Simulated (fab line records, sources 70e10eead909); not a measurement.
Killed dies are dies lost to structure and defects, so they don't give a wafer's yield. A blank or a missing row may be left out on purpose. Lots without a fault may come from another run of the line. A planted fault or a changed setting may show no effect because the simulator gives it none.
Chamber matching | flow nand_harc | NHARC_P_M2_ETCH_35 on rie_diel-09: 4 sister chambers
The step etches the open film in N2/H2, target depth 40 nm, overetch 12 nm, time 43.94 s. 18 wafers are shown with their chamber, then 9 later ones without.

WAFERS WITH THEIR CHAMBER
wafer  | chamber | showerhead_plenum_p_Torr (Torr) | drypump_motor_current_A (A) | rf_vpp_V (V)
L075.2 | 3       | 2.02                            | 5.9                         | 430.6
L075.4 | 1       | 2.01                            | 5.3                         | 429.1
L075.5 | 0       | 2.16                            | 5.9                         | 432.2
L077.2 | 3       | 2.02                            | 5.9                         | 430.0
L077.3 | 0       | 2.16                            | 5.9                         | 434.5
L077.6 | 3       | 2.02                            | 5.9                         | 429.1
L080.3 | 0       | 2.16                            | 5.9                         | 434.6
L080.5 | 2       | 2.10                            | 6.1                         | 432.7
L080.6 | 3       | 2.02                            | 5.8                         | 430.8
L079.1 | 2       | 2.10                            | 6.2                         | 431.2
L079.2 | 0       | 2.16                            | 5.9                         | 434.4
L079.4 | 1       | 2.01                            | 5.3                         | 429.2
L081.1 | 3       | 2.02                            | 5.9                         | 430.8
L081.4 | 2       | 2.09                            | 6.1                         | 431.8
L081.6 | 2       | 2.09                            | 6.1                         | 432.6
L084.1 | 2       | 2.09                            | 6.1                         | 432.6
L084.3 | 3       | 2.02                            | 5.8                         | 430.5
L084.6 | 3       | 2.02                            | 5.9                         | 431.4

SIGNATURES (means of the wafers above)
reading                  | chamber 0 | chamber 1 | chamber 2 | chamber 3 | scatter within a chamber
showerhead_plenum_p_Torr | 2.1600    | 2.0100    | 2.0940    | 2.0200    | 0.00293
drypump_motor_current_A  | 5.900     | 5.300     | 6.120     | 5.871     | 0.0399
rf_vpp_V                 | 433.925   | 429.150   | 432.180   | 430.457   | 0.798
Rule: a wafer's distance from a chamber is the root of the sum, over the readings, of the square of ((its reading less the chamber's mean) divided by the reading's scatter). The wafer belongs to the nearest chamber; if the next one is less than 2 further off, it can't be placed. The scatter: the root of (the sum of the squares of (reading less its chamber's mean) over the shown wafers, divided by (wafers less chambers)).

WAFERS WITHOUT THEIR CHAMBER
wafer  | showerhead_plenum_p_Torr (Torr) | drypump_motor_current_A (A) | rf_vpp_V (V)
L089.1 | 2.00                            | 5.3                         | 429.0
L089.2 | 2.15                            | 5.9                         | 433.7
L089.4 | 2.02                            | 5.8                         | 428.9
L091.4 | 2.00                            | 5.3                         | 430.1
L091.5 | 2.15                            | 5.9                         | 433.1
L091.6 | 2.00                            | 5.3                         | 429.2
L093.1 | 2.09                            | 6.1                         | 429.4
L093.4 | 2.00                            | 5.3                         | 430.0
L093.6 | 2.15                            | 5.9                         | 433.0

WHICH CHAMBER EACH WENT THROUGH
wafer  | from the rows above | in truth
L089.1 | 1                   | 1
L089.2 | 0                   | 0
L089.4 | 3                   | 3
L091.4 | 1                   | 1
L091.5 | 0                   | 0
L091.6 | 1                   | 1
L093.1 | 2                   | 2
L093.4 | 1                   | 1
L093.6 | 0                   | 0
Placed correctly: 9 of 9. Can't be placed from these rows: 0. Placed wrongly: 0.
